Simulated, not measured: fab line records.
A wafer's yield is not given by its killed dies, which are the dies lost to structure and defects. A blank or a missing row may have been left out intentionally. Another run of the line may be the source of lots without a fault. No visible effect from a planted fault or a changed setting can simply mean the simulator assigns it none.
fab line records	flow n5_finfet
[record] lots = 6	wafers = 18	last_day = 17
route steps=1938 shown BEOL_M2@891 BEOL_M4@1111 PASSIVATION@1936
lots that met no fault: from a run of the same line without faults
start_h: start of the lot's first displayed wafer, in hours after the record's first day	wait_h: hours from the lot's prior step to this one	" repeats the value in the row above	L1.1+2: a single row standing in for several wafers	- either no value or no given start	* or withheld: withheld	< > ~ a bound
route shown NAME@n: NAME is a module with steps in the file, n the number in the route of the first one	usual: average and standard deviation across the fault-free wafers	same: alike in all rows	chamber/n: place in a boat	sites: readings site by site	_std_site: the values' standard deviation	_edge_site: outer sites' mean less inner sites'	radius_mm: for every site, how far away it sits from the centre of the wafer	mask NAME#n: copy n	behind: tool/chamber where the wafer was last shaped	hold: cause of the lot's hold/its duration in hours/its outcome	device: the n, p or np transistor that did not switch	end of line: the tests these same wafers got at the end of their route	a step given without rows: its recipe and nothing more	killed: count of dies lost to structure and defects at first sort (not the wafer's yield)	map: a wafer's dies, marking killed ones x, the rest . and places with no die _
set.NAME: the run value of the setting; set.NAME@STEP: its run value at that earlier step	model.NAME: the simulator's own value behind a step, which no gauge read
lots at selected steps of the route; one table per step, one row per wafer
services: the hour from which a tool's chamber was out of use, counted from the record's first day as start_h (under 0 if before that day), plus the number of hours and why
[[steps]]
[step N5_BEOL_M2_ETCH_41]
[recipe] chemistry = CH3F/O2	target = SiCN	target_depth_a = 299	taper_deg = 2	time_s = 52.5	ion_energy_ev = 120	mask_material = TiN	pressure_mtorr = 30	source_w = 395	bias_w = 75	Ar_flow_sccm = 150	CH3F_flow_sccm = 30	O2_flow_sccm = 20
[usual] drypump_motor_current_A = 5.6/0.59	oes_product_au = 0.81/0.084	rf_vpp_V = 296.6/1.5	showerhead_plenum_p_Torr = 1.96/0.065	throttle_valve_pct = 16.33/0.22
lot.wafer	tool	chamber	start_h	wait_h	drypump_motor_current_A	oes_product_au	rf_hours_counter_h	rf_vpp_V	showerhead_plenum_p_Torr	throttle_valve_pct
L117.1	rie_diel-06	1	-	-	4.8	0.84	78	295.4	1.94	16.28
L117.5	"	1	"	"	4.8	0.84	-	297.4	1.94	16.29
L117.6	"	0	"	"	5.2	0.86	-	296.1	1.96	16.27
L120.4	rie_diel-04	1	-	-	6.1	0.87	43	295.6	1.94	16.01
L120.5	"	2	"	"	5.8	0.69	-	297.3	1.98	16.57
L120.6	"	1	"	"	6.1	0.88	-	294.9	1.94	16.02
L123.1	rie_diel-03	1	-	-	6.5	0.68	227	296.3	1.90	16.63
L123.3	"	0	"	"	5.0	0.89	37	298.8	2.05	16.44
L123.6	"	0	"	"	5.0	0.88	-	297.4	2.05	16.46
L133.4	rie_diel-04	0	-	-	5.5	0.73	154	295.1	1.91	16.30
L133.5	"	1	"	"	6.1	0.85	-	294.3	1.93	16.06
L133.6	"	0	"	"	5.5	0.73	-	295.8	1.91	16.31
L135.2	rie_diel-06	0	-	-	5.2	0.81	88	295.3	1.95	16.35
L135.3	"	2	"	"	5.4	0.70	247	294.8	1.89	16.65
L135.5	"	1	"	"	4.9	0.79	-	296.0	1.92	16.37
L138.1	rie_diel-04	1	-	-	6.2	0.81	85	294.6	1.93	16.11
L138.4	"	0	"	"	5.5	0.72	170	295.6	1.91	16.35
L138.6	"	0	"	"	5.5	0.72	-	296.2	1.91	16.36
[step N5_BEOL_M2_STRIP_97]
[recipe] chemistry = N2/H2	time_s = 10	power_w = 450	temp_c = 40	pressure_mtorr = 20	rf_frequency_hz = 6e+07	bias_power_w = 7	n2_flow_sccm = 200	h2_flow_sccm = 200
[usual] drypump_motor_current_A = 5.7/0.6	oes_product_au = 0.82/0.085	rf_vpp_V = 59.0/0.9	showerhead_plenum_p_Torr = 2.49/0.074	throttle_valve_pct = 23.72/0.27
lot.wafer	tool	chamber	start_h	wait_h	drypump_motor_current_A	oes_product_au	rf_hours_counter_h	rf_vpp_V	showerhead_plenum_p_Torr	throttle_valve_pct
L117.1	rie_diel-06	1	-	-	4.8	0.84	78	58.4	2.47	23.70
L117.5	"	1	"	"	4.8	0.84	-	58.8	2.47	23.70
L117.6	"	0	"	"	5.2	0.88	-	58.8	2.48	23.90
L120.4	rie_diel-04	1	-	-	6.2	0.86	43	59.3	2.48	23.35
L120.5	"	2	"	"	5.9	0.68	-	59.9	2.51	23.93
L120.6	"	1	"	"	6.2	0.87	-	59.6	2.48	23.35
L123.1	rie_diel-03	1	-	-	6.6	0.69	227	61.1	2.42	24.25
L123.3	"	0	"	"	5.0	0.89	37	59.6	2.58	23.73
L123.6	"	0	"	"	5.0	0.90	-	59.6	2.58	23.71
L133.4	rie_diel-04	0	-	-	5.5	0.73	154	60.0	2.43	23.75
L133.5	"	1	"	"	6.1	0.83	-	58.4	2.47	23.40
L133.6	"	0	"	"	5.5	0.73	-	59.7	2.43	23.73
L135.2	rie_diel-06	0	-	-	5.2	0.81	88	58.0	2.46	23.94
L135.3	"	2	"	"	5.4	0.69	247	58.7	2.40	24.14
L135.5	"	1	"	"	4.9	0.79	-	60.1	2.46	23.74
L138.1	rie_diel-04	1	-	-	6.1	0.82	85	58.5	2.46	23.41
L138.4	"	0	"	"	5.5	0.72	170	59.5	2.43	23.76
L138.6	"	0	"	"	5.5	0.72	-	59.8	2.43	23.76
[step N5_BEOL_M2_OCD_MEAS_38]
[usual] trench_depth_nm = 55.7/1
lot.wafer	tool	chamber	start_h	wait_h	trench_depth_nm
L117.1	ocd-01	-	137.98	-	55.9
L117.5	"	-	"	"	56.3
L117.6	"	-	"	"	54.7
L120.4	ocd-02	-	159.03	-	57.1
L120.5	"	-	"	"	55.7
L120.6	"	-	"	"	56.4
L123.1	ocd-01	-	175.15	-	54.5
L123.3	"	-	"	"	55.5
L123.6	"	-	"	"	55.5
L133.4	ocd-02	-	235.59	-	54.8
L133.5	"	-	"	"	56.9
L133.6	"	-	"	"	55.0
L135.2	ocd-02	-	260.45	-	55.5
L135.3	"	-	"	"	54.3
L135.5	"	-	"	"	56.3
L138.1	ocd-02	-	271.95	-	56.3
L138.4	"	-	"	"	54.7
L138.6	"	-	"	"	54.0
[step N5_BEOL_M2_HM_STRIP_39]
[recipe] chemistry = peroxide_tin_strip	material = TiN	target_depth_a = 250	temp_c = 50	time_s = 158
[step N5_BEOL_M2_SRD_40]
[recipe] time_s = 30	temp_c = 23	rinse_liquid = diw	dry = ipa_marangoni
[step N5_BEOL_M2_PRECLEAN_42]
[recipe] chemistry = residue_remover	time_s = 60	temp_c = 40
[step N5_BEOL_M2_SRD_43]
[recipe] time_s = 30	temp_c = 23	rinse_liquid = diw	dry = ipa_marangoni
[step N5_BEOL_M2_CD_MEAS_35]
[recipe] target_cd_nm = 18	target_cd_y_nm = 22.2	polarity = opening
[usual] cd_nm = 17.9/0.33
lot.wafer	tool	chamber	start_h	wait_h	cd_nm
L117.1	cd_sem-03	-	138.14	0.0	17.8
L117.5	"	-	"	"	17.8
L117.6	"	-	"	"	17.4
L120.4	cd_sem-02	-	159.24	0.0	18.1
L120.5	"	-	"	"	18.1
L120.6	"	-	"	"	18.8
L123.1	cd_sem-02	-	175.31	0.0	17.2
L123.3	"	-	"	"	17.7
L123.6	"	-	"	"	18.0
L133.4	cd_sem-01	-	235.74	0.0	18.0
L133.5	"	-	"	"	17.4
L133.6	"	-	"	"	18.3
L135.2	cd_sem-03	-	260.60	0.0	18.1
L135.3	"	-	"	"	17.9
L135.5	"	-	"	"	17.9
L138.1	cd_sem-01	-	272.11	0.0	17.6
L138.4	"	-	"	"	17.8
L138.6	"	-	"	"	17.6
[step N5_BEOL_M2_DEGAS_44]
[recipe] ambient = vacuum	temp_c = 250	time_s = 60
[usual] heater_power_w = 329/40
lot.wafer	tool	chamber	start_h	wait_h	heater_power_w
L117.1	pvd_sputter-01	-	138.22	0.1	323
L117.5	"	-	"	"	327
L117.6	"	-	"	"	327
L120.4	pvd_sputter-01	-	159.46	0.2	314
L120.5	"	-	"	"	314
L120.6	"	-	"	"	292
L123.1	pvd_sputter-02	-	175.85	0.5	284
L123.3	"	-	"	"	316
L123.6	"	-	"	"	392
L133.4	pvd_sputter-01	-	236.65	0.9	318
L133.5	"	-	"	"	284
L133.6	"	-	"	"	391
L135.2	pvd_sputter-01	-	261.03	0.4	289
L135.3	"	-	"	"	320
L135.5	"	-	"	"	307
L138.1	pvd_sputter-03	-	272.42	0.3	271
L138.4	"	-	"	"	370
L138.6	"	-	"	"	278
[step N5_BEOL_M2_PRE_CLEAN_45]
[recipe] gas = H2/He	time_s = 30	temp_c = 250
[step N5_BEOL_M2_ALD_84]
[recipe] material = TaN	target_thk_a = *	temp_c = 275	ald_precursor_family = PDMAT	ald_co_reactant = NH3	pressure_torr = 3	carrier_flow_sccm = 1500	pulse_time_s = 2	purge_time_s = 3	co_reactant_purge_time_s = 2	co_reactant_pulse_time_s = 3	ald_cycles = 30	precursor_vessel_temp_c = 75	precursor_vessel_pressure_torr = 26.25	precursor_vessel_carrier_sccm = 1000
[step N5_BEOL_M2_SURFACE_TREAT_85]
[recipe] gas = Ar	time_s = *	ion_energy_ev = *	ion_current_ma_cm2 = 0.5	pressure_mtorr = *	ar_flow_sccm = 30
[usual] throttle_valve_pct = *
lot.wafer	tool	chamber	start_h	wait_h	throttle_valve_pct
L117.1	pvd_sputter-01	-	138.66	0.2	*
L117.5	"	-	"	"	*
L117.6	"	-	"	"	*
L120.4	pvd_sputter-02	-	159.78	0.1	*
L120.5	"	-	"	"	*
L120.6	"	-	"	"	*
L123.1	pvd_sputter-02	-	176.33	0.2	*
L123.3	"	-	"	"	*
L123.6	"	-	"	"	*
L133.4	pvd_sputter-02	-	237.04	0.2	*
L133.5	"	-	"	"	*
L133.6	"	-	"	"	*
L135.2	pvd_sputter-01	-	261.43	0.2	*
L135.3	"	-	"	"	*
L135.5	"	-	"	"	*
L138.1	pvd_sputter-03	-	272.76	0.1	*
L138.4	"	-	"	"	*
L138.6	"	-	"	"	*
[step N5_BEOL_M2_CVD_47]
[recipe] material = Co	target_thk_a = 30	temp_c = withheld	precursor = CCTBA/H2	pressure_torr = 30	time_s = 223.8
[usual] run_length_s = 246.8/0.42
lot.wafer	tool	chamber	start_h	wait_h	run_length_s	since_wet_clean_h
L117.1	cvd_co-01	2	138.95	0.3	247.4	221
L117.5	"	0	"	"	246.5	-
L117.6	"	1	"	"	247.1	-
L120.4	cvd_co-01	0	159.91	0.1	246.3	-
L120.5	"	0	"	"	246.5	-
L120.6	"	2	"	"	247.4	-
L123.1	cvd_co-01	0	176.73	0.4	246.0	718
L123.3	"	1	"	"	246.7	1155
L123.6	"	0	"	"	246.3	-
L133.4	cvd_co-01	0	237.25	0.2	364.1	-
L133.5	"	1	"	"	364.3	-
L133.6	"	2	"	"	365.2	-
L135.2	cvd_co-01	2	261.49	0.0	364.9	344
L135.3	"	0	"	"	364.0	803
L135.5	"	0	"	"	363.8	-
L138.1	cvd_co-02	2	272.82	0.0	246.8	574
L138.4	"	1	"	"	246.7	-
L138.6	"	2	"	"	246.9	-
[step N5_BEOL_M2_SPUTTER_48]
[recipe] material = Cu	target_thk_a = 45	temp_c = -20	chamber_pressure_pa = 0.07	power_w = withheld	time_s = 8.29
[usual] substrate_temp_c = -20.00/0.097	throttle_valve_pct = 30.2/0.65
lot.wafer	tool	chamber	start_h	wait_h	substrate_temp_c	throttle_valve_pct
L117.1	pvd_sputter-01	-	139.20	0.2	-19.97	29.5
L117.5	"	-	"	"	-20.01	29.7
L117.6	"	-	"	"	-20.00	30.4
L120.4	pvd_sputter-01	-	160.12	0.1	-20.03	30.3
L120.5	"	-	"	"	-20.08	29.8
L120.6	"	-	"	"	-19.98	29.5
L123.1	pvd_sputter-03	-	176.90	0.1	-19.91	29.5
L123.3	"	-	"	"	-19.91	30.4
L123.6	"	-	"	"	-19.92	29.7
L133.4	pvd_sputter-03	-	237.38	0.1	-20.00	29.4
L133.5	"	-	"	"	-20.21	30.3
L133.6	"	-	"	"	-19.85	31.6
L135.2	pvd_sputter-02	-	261.80	0.2	-20.00	31.3
L135.3	"	-	"	"	-19.91	29.7
L135.5	"	-	"	"	-20.10	31.3
L138.1	pvd_sputter-01	-	272.99	0.1	-20.06	29.9
L138.4	"	-	"	"	-20.03	30.5
L138.6	"	-	"	"	-20.06	29.6
[step N5_BEOL_M4_RC_MEAS_101]
[usual] DIBL_N = 36.0/1.6	DIBL_P = 36.1/2	IOFF_N = 0.160/0.029	IOFF_P = 0.21/0.039	ION_N = 675/13	ION_P = 464/8.8	SS_N = 71.5/0.58	SS_P = 73.3/0.65	VT_N = 250/3.3	VT_P = -249/3.6
lot.wafer	tool	chamber	start_h	wait_h	DIBL_N[mV/V]	DIBL_P[mV/V]	IOFF_N[nA/um]	IOFF_P[nA/um]	ION_N[uA/um]	ION_P[uA/um]	SS_N[mV/dec]	SS_P[mV/dec]	VT_N[mV]	VT_P[mV]
L117.1	prober-02	0	163.92	0.0	34.0	31.5	0.107	0.14	654	448	70.2	73.1	254	-256
L117.5	"	0	"	"	35.0	32.7	0.117	0.15	656	445	71.0	72.7	256	-255
L117.6	"	0	"	"	35.7	34.8	0.131	0.19	658	460	71.1	73.1	251	-252
L120.4	prober-02	0	187.27	0.5	35.3	35.7	0.135	0.17	667	455	72.0	72.2	252	-256
L120.5	"	0	"	"	33.8	33.5	0.111	0.14	656	454	71.8	72.8	256	-258
L120.6	"	0	"	"	35.2	34.8	0.135	0.17	675	460	71.8	73.1	253	-254
L123.1	prober-01	0	204.34	0.0	35.6	35.6	0.160	0.19	655	449	71.4	73.5	252	-252
L123.3	"	0	"	"	35.5	37.7	0.152	0.21	669	455	71.2	74.0	254	-251
L123.6	"	0	"	"	37.6	38.3	0.188	0.23	671	457	71.9	74.1	249	-249
L133.4	prober-02	0	268.35	0.5	35.2	36.3	0.154	0.23	669	466	72.0	73.8	249	-247
L133.5	"	0	"	"	33.2	33.6	0.123	0.19	671	468	70.5	72.8	252	-247
L133.6	"	0	"	"	37.5	38.1	0.183	0.24	667	463	71.9	73.9	249	-249
L135.2	prober-02	0	286.48	0.2	37.5	38.7	0.187	0.26	682	474	72.0	73.6	244	-248
L135.3	"	0	"	"	36.8	37.7	0.163	0.24	679	463	71.4	73.5	250	-248
L135.5	"	0	"	"	35.9	35.8	0.155	0.21	694	474	71.5	72.6	247	-246
L138.1	prober-02	0	294.45	0.0	34.6	35.7	0.152	0.22	666	456	71.4	73.7	250	-247
L138.4	"	0	"	"	31.8	33.1	0.106	0.18	655	457	70.4	72.1	255	-252
L138.6	"	0	"	"	30.4	31.7	0.092	0.16	650	453	70.9	72.3	259	-254
[step N5_PASSIVATION_PROBE_49]
[usual] defect_limited_yield = 91.0/1.3	killed_at_M0_to_M3 = 36/9.5	killed_at_M4_up = 14/5.6	killed_at_contacts = 12/6.4	killed_at_front_end = 40/10	killed_at_other = 3.2/3	killed_dies = 107/15	killed_on_rim = 15/4.5	killed_open = 69/12	killed_short = 35/7.7	sort_bin_5_function = 5.3/0.91	sort_bin_6_memory = 3.3/0.65	sort_bin_8_speed = 0.00/0.012	sort_n_pass = 1073/15	sort_yield_pct = 91.0/1.3
[same] gross_dies = 1180	killed_at_back_side = 0	sort_bin_4_leakage[%] = 0
lot.wafer	tool	chamber	start_h	wait_h	defect_limited_yield[%]	killed_at_M0_to_M3	killed_at_M4_up	killed_at_contacts	killed_at_front_end	killed_at_other	killed_dies	killed_on_rim	killed_open	killed_short	sort_bin_5_function[%]	sort_bin_6_memory[%]	sort_bin_8_speed[%]	sort_n_pass	sort_yield_pct[%]
L117.1	prober-02	-	270.11	0.0	91.5	29	10	4	52	5	100	14	71	29	5.4	2.8	0	1080	91.5
L117.5	prober-02	-	270.31	0.2	92.5	24	16	11	28	10	89	10	59	30	4.3	3.0	0	1091	92.5
L117.6	prober-02	-	270.36	0.3	93.9	28	9	11	24	0	72	12	52	19	3.3	2.4	0	1108	93.9
L120.4	prober-01	-	293.64	0.2	91.6	47	13	4	34	1	99	22	52	40	5.0	2.2	0	1081	91.6
L120.5	prober-01	-	293.69	0.2	92.5	34	9	5	33	8	89	16	53	31	4.3	2.7	0	1091	92.5
L120.6	prober-01	-	293.74	0.3	90.8	49	11	14	32	2	108	18	68	38	5.4	3.2	0	1072	90.8
L123.1	prober-01	-	303.32	0.0	89.6	28	26	22	43	4	123	17	90	31	5.7	4.2	0.08	1057	89.6
L123.3	prober-01	-	303.42	0.1	90.7	25	12	17	54	2	110	20	81	28	4.7	4.5	0	1070	90.7
L123.6	prober-01	-	303.57	0.3	89.6	35	20	28	34	6	123	7	77	45	6.2	3.6	0	1057	89.6
L133.4	prober-01	-	382.06	0.2	87.5	47	21	23	44	13	148	26	82	63	8.1	4.2	0	1032	87.5
L133.5	prober-01	-	382.11	0.2	91.2	44	15	21	22	2	104	13	73	31	5.1	3.6	0	1076	91.2
L133.6	prober-01	-	382.16	0.3	90.4	42	16	14	28	13	113	13	76	35	5.4	3.6	0	1067	90.4
L135.2	prober-01	-	391.66	0.1	90.5	38	11	12	51	0	112	17	69	43	6.1	3.1	0	1068	90.5
L135.3	prober-01	-	391.71	0.1	90.9	32	9	8	58	0	107	17	68	36	5.1	3.5	0	1073	90.9
L135.5	prober-01	-	391.81	0.2	89.3	32	31	13	50	0	126	16	81	45	6.2	4.2	0	1054	89.3
L138.1	prober-01	-	403.33	0.0	93.5	24	13	13	27	0	77	9	57	20	3.6	2.6	0	1103	93.5
L138.4	prober-01	-	403.48	0.2	91.3	40	13	22	25	3	103	13	76	23	5.2	3.4	0	1077	91.3
L138.6	prober-01	-	403.58	0.3	92.9	26	15	16	27	0	84	12	55	27	4.5	2.4	0	1096	92.9
// killed by level:class
L117.1 STI_FIN_REVEAL:geometric_particle:open=24 FIN_SAQP:geometric_particle:open=10 BEOL_M2:geometric_particle:open=10 BEOL_M0_SAQP:geometric_particle:short=7 BEOL_M4:geometric_particle:open=7 STI_FIN_REVEAL:geometric_particle:short=5 BEOL_M0_SAQP:geometric_particle:open=5 STARTING-WAFER:geometric_particle:short=3
L117.5 MOL_CONTACT_COAG:geometric_particle:open=9 BEOL_M1:geometric_particle:open=8 FIN_SAQP:geometric_particle:short=6 BEOL_M4:geometric_particle:open=6 FIN_SAQP:geometric_particle:open=5 BEOL_M3:geometric_particle:open=5 BEOL_M4:geometric_particle:short=5 BEOL_M0_SAQP:geometric_particle:short=3
L117.6 BEOL_M2:geometric_particle:open=12 MOL_CONTACT_COAG:geometric_particle:open=8 FIN_SAQP:geometric_particle:open=6 BEOL_M4:geometric_particle:open=6 STI_FIN_REVEAL:geometric_particle:open=4 DUMMY_GATE:geometric_particle:open=4 STI_FIN_REVEAL:geometric_particle:short=3 MOL_CONTACT_COAG:geometric_particle:short=3
L120.4 BEOL_M0_SAQP:geometric_particle:short=11 BEOL_M3:geometric_particle:open=9 BEOL_M2:geometric_particle:open=7 FIN_SAQP:geometric_particle:short=6 BEOL_M2:geometric_particle:short=6 HKMG_FIN:area_etch=6 BEOL_M0_SAQP:geometric_particle:open=5 BEOL_M1:geometric_particle:open=5
L120.5 BEOL_M3:geometric_particle:open=14 FIN_SAQP:geometric_particle:short=6 STI_FIN_REVEAL:geometric_particle:open=6 BEOL_M2:geometric_particle:open=6 FIN_SAQP:geometric_particle:open=4 MOL_CONTACT_COAG:geometric_particle:open=4 BEOL_M0_SAQP:geometric_particle:open=4 GATE_CUT:geometric_particle:short=3
L120.6 BEOL_M3:geometric_particle:open=11 MOL_CONTACT_COAG:geometric_particle:open=10 BEOL_M2:geometric_particle:open=10 FIN_SAQP:geometric_particle:open=9 FIN_SAQP:geometric_particle:short=9 BEOL_M0_SAQP:geometric_particle:open=8 BEOL_M0_SAQP:geometric_particle:short=7 BEOL_M4:geometric_particle:open=6
L123.1 MOL_CONTACT_COAG:geometric_particle:open=19 FIN_SAQP:geometric_particle:open=17 BEOL_M4:geometric_particle:open=12 STI_FIN_REVEAL:geometric_particle:open=11 BEOL_M2:geometric_particle:open=9 BEOL_M3:geometric_particle:short=6 BEOL_M7:geometric_particle:open=5 FIN_SAQP:geometric_particle:short=4
L123.3 FIN_SAQP:geometric_particle:open=17 MOL_CONTACT_COAG:geometric_particle:open=12 BEOL_M2:geometric_particle:open=11 FIN_SAQP:geometric_particle:short=9 DUMMY_GATE:geometric_particle:open=8 BEOL_M0_SAQP:geometric_particle:open=8 STI_FIN_REVEAL:geometric_particle:open=6 BEOL_M4:geometric_particle:open=6
L123.6 MOL_CONTACT_COAG:geometric_particle:open=20 BEOL_M1:geometric_particle:open=9 BEOL_M0_SAQP:geometric_particle:short=8 MOL_CONTACT_COAG:geometric_particle:short=8 BEOL_M4:geometric_particle:open=8 STI_FIN_REVEAL:geometric_particle:open=7 ILD0:geometric_particle:open=6 BEOL_M2:geometric_particle:open=5
L133.4 MOL_CONTACT_COAG:geometric_particle:open=18 BEOL_M0_SAQP:geometric_particle:short=14 FIN_SAQP:geometric_particle:short=10 BEOL_M0_SAQP:geometric_particle:open=7 GATE_CUT:geometric_particle:short=7 BEOL_M0:geometric_particle:open=7 BEOL_M1:geometric_particle:open=7 FIN_SAQP:geometric_particle:open=6
L133.5 MOL_CONTACT_COAG:geometric_particle:open=15 BEOL_M0_SAQP:geometric_particle:short=11 FIN_SAQP:geometric_particle:open=10 BEOL_M1:geometric_particle:open=7 MOL_CONTACT_COAG:geometric_particle:short=6 BEOL_M5:geometric_particle:open=6 BEOL_M3:geometric_particle:open=5 BEOL_M0:geometric_particle:open=5
L133.6 MOL_CONTACT_COAG:geometric_particle:open=13 FIN_SAQP:geometric_particle:open=11 BEOL_M0_SAQP:geometric_particle:short=11 BEOL_M1:geometric_particle:open=9 GATE_CUT:geometric_particle:short=6 PAD_METAL:geometric_particle:open=5 BEOL_M0_SAQP:geometric_particle:open=5 BEOL_M5:geometric_particle:open=5
L135.2 FIN_SAQP:geometric_particle:short=18 BEOL_M0_SAQP:geometric_particle:open=13 MOL_CONTACT_COAG:geometric_particle:open=11 BEOL_M0_SAQP:geometric_particle:short=9 STI_FIN_REVEAL:geometric_particle:open=8 FIN_SAQP:geometric_particle:open=7 BEOL_M3:geometric_particle:open=7 BEOL_M4:geometric_particle:open=7
L135.3 FIN_SAQP:geometric_particle:open=12 BEOL_M0_SAQP:geometric_particle:short=9 STI_FIN_REVEAL:geometric_particle:open=9 FIN_SAQP:geometric_particle:short=7 BEOL_M0_SAQP:geometric_particle:open=7 MOL_CONTACT_COAG:geometric_particle:open=7 BEOL_M2:geometric_particle:open=6 BEOL_M4:geometric_particle:open=6
L135.5 BEOL_M4:geometric_particle:open=16 FIN_SAQP:geometric_particle:short=13 MOL_CONTACT_COAG:geometric_particle:open=12 FIN_SAQP:geometric_particle:open=9 STI_FIN_REVEAL:geometric_particle:open=7 BEOL_M0_SAQP:geometric_particle:open=7 BEOL_M4:geometric_particle:short=7 BEOL_M2:geometric_particle:open=6
L138.1 MOL_CONTACT_COAG:geometric_particle:open=11 FIN_SAQP:geometric_particle:short=7 BEOL_M4:geometric_particle:open=7 BEOL_M3:geometric_particle:open=6 BEOL_M2:geometric_particle:open=6 BEOL_M0_SAQP:geometric_particle:open=5 FIN_SAQP:geometric_particle:open=4 GATE_CUT:geometric_particle:short=4
L138.4 MOL_CONTACT_COAG:geometric_particle:open=17 FIN_SAQP:geometric_particle:open=10 BEOL_M0_SAQP:geometric_particle:open=9 BEOL_M1:geometric_particle:open=7 STI_FIN_REVEAL:geometric_particle:open=6 BEOL_M2:geometric_particle:open=6 MOL_CONTACT_COAG:geometric_particle:short=5 BEOL_M3:geometric_particle:open=5
L138.6 MOL_CONTACT_COAG:geometric_particle:open=11 BEOL_M2:geometric_particle:open=10 GATE_CUT:geometric_particle:short=5 MOL_CONTACT_COAG:geometric_particle:short=5 BEOL_M4:geometric_particle:open=5 FIN_SAQP:geometric_particle:open=4 GATE_CUT:geometric_particle:open=4 BEOL_M0_SAQP:geometric_particle:short=4
[[services]]
tool	chamber	start_h	hours	kind
rie_diel-04	1	120.81	9.9	repair
rie_diel-06	3	135.20	-	clean
rie_diel-06	3	135.20	-	consumable_replace:focus_ring
rie_diel-06	3	135.20	16.4	scheduled_down
rie_diel-06	3	135.20	16.4	vent_cycle
rie_diel-04	0	148.13	8.1	repair
pvd_sputter-03	-	149.66	0.9	repair
cvd_co-01	1	151.35	13.2	repair
cvd_co-02	1	181.35	6.2	repair
cvd_co-02	-	186.63	0.6	repair
cvd_co-01	1	207.09	17.2	repair
rie_diel-04	2	239.29	-	clean
rie_diel-04	2	239.29	-	consumable_replace:focus_ring
rie_diel-04	2	239.29	25.0	scheduled_down
rie_diel-04	2	239.29	25.0	vent_cycle
rie_diel-03	1	241.09	-	clean
rie_diel-03	1	241.09	-	consumable_replace:focus_ring
rie_diel-03	1	241.09	-	consumable_replace:showerhead
rie_diel-03	1	241.09	30.5	scheduled_down
rie_diel-06	2	243.08	8.3	repair
pvd_sputter-01	-	265.37	5.6	repair
rie_diel-06	2	268.31	-	clean
rie_diel-06	2	268.31	-	consumable_replace:focus_ring
rie_diel-06	2	268.31	-	consumable_replace:showerhead
[[key]]
[first_sign] step = N5_BEOL_M2_CVD_47	reading = run_length_s	direction = up	sigmas = 99+	usual = *	struck = *
effect none on later readings
met_at N5_BEOL_M2_CVD_47
struck_wafers L133.4,L133.5,L133.6,L135.2,L135.3,L135.5
onset_between 176.73 237.25
[fault] kind = process_parameter_drift	tool = cvd_co-01	chamber = -	onset_h = 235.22	steps = N5_BEOL_M2_CVD_47	channel = time_s	offset = *	shape = step	end_h = 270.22	acts_in = *	stated = *
